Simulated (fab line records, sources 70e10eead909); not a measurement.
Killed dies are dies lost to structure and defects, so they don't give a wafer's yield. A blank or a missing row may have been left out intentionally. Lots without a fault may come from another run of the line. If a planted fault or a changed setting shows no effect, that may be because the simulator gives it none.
Chamber matching / flow nand_harc / 4 sister chambers for NHARC_A_STAIRCASE_DESCUM_168 on rie_diel-01
The step chemistry O2, time 3 s. 27 wafers are shown with their chamber, then 12 later ones without.

== WAFERS PAIRED WITH THEIR CHAMBERS ==
wafer=L075.1; chamber=2; showerhead_plenum_p_Torr (Torr)=1.84; drypump_motor_current_A (A)=5.7; oes_product_au (a.u.)=1.009
wafer=L075.2; chamber=3; showerhead_plenum_p_Torr (Torr)=1.90; drypump_motor_current_A (A)=5.7; oes_product_au (a.u.)=1.004
wafer=L075.3; chamber=1; showerhead_plenum_p_Torr (Torr)=1.79; drypump_motor_current_A (A)=5.9; oes_product_au (a.u.)=0.998
wafer=L075.4; chamber=0; showerhead_plenum_p_Torr (Torr)=1.99; drypump_motor_current_A (A)=6.4; oes_product_au (a.u.)=0.998
wafer=L075.5; chamber=0; showerhead_plenum_p_Torr (Torr)=1.99; drypump_motor_current_A (A)=6.4; oes_product_au (a.u.)=1.002
wafer=L075.6; chamber=1; showerhead_plenum_p_Torr (Torr)=1.79; drypump_motor_current_A (A)=6.0; oes_product_au (a.u.)=0.993
wafer=L076.1; chamber=3; showerhead_plenum_p_Torr (Torr)=1.90; drypump_motor_current_A (A)=5.8; oes_product_au (a.u.)=1.010
wafer=L076.2; chamber=2; showerhead_plenum_p_Torr (Torr)=1.84; drypump_motor_current_A (A)=5.7; oes_product_au (a.u.)=1.000
wafer=L076.5; chamber=2; showerhead_plenum_p_Torr (Torr)=1.84; drypump_motor_current_A (A)=5.7; oes_product_au (a.u.)=1.016
wafer=L077.3; chamber=2; showerhead_plenum_p_Torr (Torr)=1.84; drypump_motor_current_A (A)=5.7; oes_product_au (a.u.)=1.004
wafer=L077.4; chamber=1; showerhead_plenum_p_Torr (Torr)=1.79; drypump_motor_current_A (A)=5.9; oes_product_au (a.u.)=0.988
wafer=L077.5; chamber=2; showerhead_plenum_p_Torr (Torr)=1.84; drypump_motor_current_A (A)=5.7; oes_product_au (a.u.)=1.002
wafer=L077.1; chamber=0; showerhead_plenum_p_Torr (Torr)=1.99; drypump_motor_current_A (A)=6.4; oes_product_au (a.u.)=0.991
wafer=L077.2; chamber=3; showerhead_plenum_p_Torr (Torr)=1.90; drypump_motor_current_A (A)=5.8; oes_product_au (a.u.)=1.002
wafer=L077.6; chamber=3; showerhead_plenum_p_Torr (Torr)=1.90; drypump_motor_current_A (A)=5.8; oes_product_au (a.u.)=0.993
wafer=L082.3; chamber=0; showerhead_plenum_p_Torr (Torr)=1.99; drypump_motor_current_A (A)=6.4; oes_product_au (a.u.)=1.010
wafer=L082.4; chamber=3; showerhead_plenum_p_Torr (Torr)=1.90; drypump_motor_current_A (A)=5.8; oes_product_au (a.u.)=0.998
wafer=L082.6; chamber=1; showerhead_plenum_p_Torr (Torr)=1.78; drypump_motor_current_A (A)=5.9; oes_product_au (a.u.)=0.995
wafer=L081.1; chamber=0; showerhead_plenum_p_Torr (Torr)=1.98; drypump_motor_current_A (A)=6.4; oes_product_au (a.u.)=0.994
wafer=L081.3; chamber=1; showerhead_plenum_p_Torr (Torr)=1.78; drypump_motor_current_A (A)=6.0; oes_product_au (a.u.)=0.985
wafer=L081.6; chamber=0; showerhead_plenum_p_Torr (Torr)=1.98; drypump_motor_current_A (A)=6.4; oes_product_au (a.u.)=1.001
wafer=L086.2; chamber=0; showerhead_plenum_p_Torr (Torr)=1.98; drypump_motor_current_A (A)=6.4; oes_product_au (a.u.)=1.001
wafer=L086.4; chamber=3; showerhead_plenum_p_Torr (Torr)=1.89; drypump_motor_current_A (A)=5.8; oes_product_au (a.u.)=1.007
wafer=L086.5; chamber=2; showerhead_plenum_p_Torr (Torr)=1.84; drypump_motor_current_A (A)=5.7; oes_product_au (a.u.)=1.000
wafer=L087.1; chamber=0; showerhead_plenum_p_Torr (Torr)=1.98; drypump_motor_current_A (A)=6.4; oes_product_au (a.u.)=0.996
wafer=L087.2; chamber=1; showerhead_plenum_p_Torr (Torr)=1.78; drypump_motor_current_A (A)=5.9; oes_product_au (a.u.)=0.988
wafer=L087.3; chamber=2; showerhead_plenum_p_Torr (Torr)=1.84; drypump_motor_current_A (A)=5.7; oes_product_au (a.u.)=1.004

SIGNATURES, as means of the wafers listed above
reading=showerhead_plenum_p_Torr; chamber 0=1.9850; chamber 1=1.7850; chamber 2=1.8400; chamber 3=1.8983; scatter within a chamber=0.00434
reading=drypump_motor_current_A; chamber 0=6.400; chamber 1=5.933; chamber 2=5.700; chamber 3=5.783; scatter within a chamber=0.0307
reading=oes_product_au; chamber 0=0.99912; chamber 1=0.99117; chamber 2=1.00500; chamber 3=1.00233; scatter within a chamber=0.0057
Rule: for a wafer and a chamber, the distance is found by dividing, reading by reading, the gap between the wafer's reading and the chamber's mean by the reading's scatter, squaring, summing and taking the root. The wafer belongs to the nearest chamber; if the next one is less than 2 further off, it can't be placed. How the scatter is found: for the shown wafers, subtract from each reading the mean of its chamber, square and add these, divide the total by (wafers less chambers), then take the root.

== WAFERS WITHOUT THEIR CHAMBER ==
wafer=L092.1; showerhead_plenum_p_Torr (Torr)=1.89; drypump_motor_current_A (A)=5.8; oes_product_au (a.u.)=1.000
wafer=L092.2; showerhead_plenum_p_Torr (Torr)=1.84; drypump_motor_current_A (A)=5.7; oes_product_au (a.u.)=1.016
wafer=L092.4; showerhead_plenum_p_Torr (Torr)=1.89; drypump_motor_current_A (A)=5.8; oes_product_au (a.u.)=1.005
wafer=L091.1; showerhead_plenum_p_Torr (Torr)=1.89; drypump_motor_current_A (A)=5.8; oes_product_au (a.u.)=1.001
wafer=L091.3; showerhead_plenum_p_Torr (Torr)=2.08; drypump_motor_current_A (A)=5.9; oes_product_au (a.u.)=0.993
wafer=L091.5; showerhead_plenum_p_Torr (Torr)=1.89; drypump_motor_current_A (A)=5.8; oes_product_au (a.u.)=1.003
wafer=L091.2; showerhead_plenum_p_Torr (Torr)=1.84; drypump_motor_current_A (A)=5.7; oes_product_au (a.u.)=1.003
wafer=L091.4; showerhead_plenum_p_Torr (Torr)=1.84; drypump_motor_current_A (A)=5.7; oes_product_au (a.u.)=0.994
wafer=L091.6; showerhead_plenum_p_Torr (Torr)=2.08; drypump_motor_current_A (A)=5.9; oes_product_au (a.u.)=1.002
wafer=L093.1; showerhead_plenum_p_Torr (Torr)=1.98; drypump_motor_current_A (A)=6.4; oes_product_au (a.u.)=1.005
wafer=L093.2; showerhead_plenum_p_Torr (Torr)=1.89; drypump_motor_current_A (A)=5.7; oes_product_au (a.u.)=0.994
wafer=L093.3; showerhead_plenum_p_Torr (Torr)=1.84; drypump_motor_current_A (A)=5.7; oes_product_au (a.u.)=1.007

== THE CHAMBER EACH PASSED THROUGH ==
wafer=L092.1; from the rows above=3; in truth=3
wafer=L092.2; from the rows above=2; in truth=2
wafer=L092.4; from the rows above=3; in truth=3
wafer=L091.1; from the rows above=3; in truth=3
wafer=L091.3; from the rows above=0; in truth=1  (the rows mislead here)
wafer=L091.5; from the rows above=3; in truth=3
wafer=L091.2; from the rows above=2; in truth=2
wafer=L091.4; from the rows above=2; in truth=2
wafer=L091.6; from the rows above=0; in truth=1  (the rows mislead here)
wafer=L093.1; from the rows above=0; in truth=0
wafer=L093.2; from the rows above=3; in truth=3
wafer=L093.3; from the rows above=2; in truth=2
Placed correctly: 10 of 12. Not placeable from these rows: 0. 2 placed wrongly.
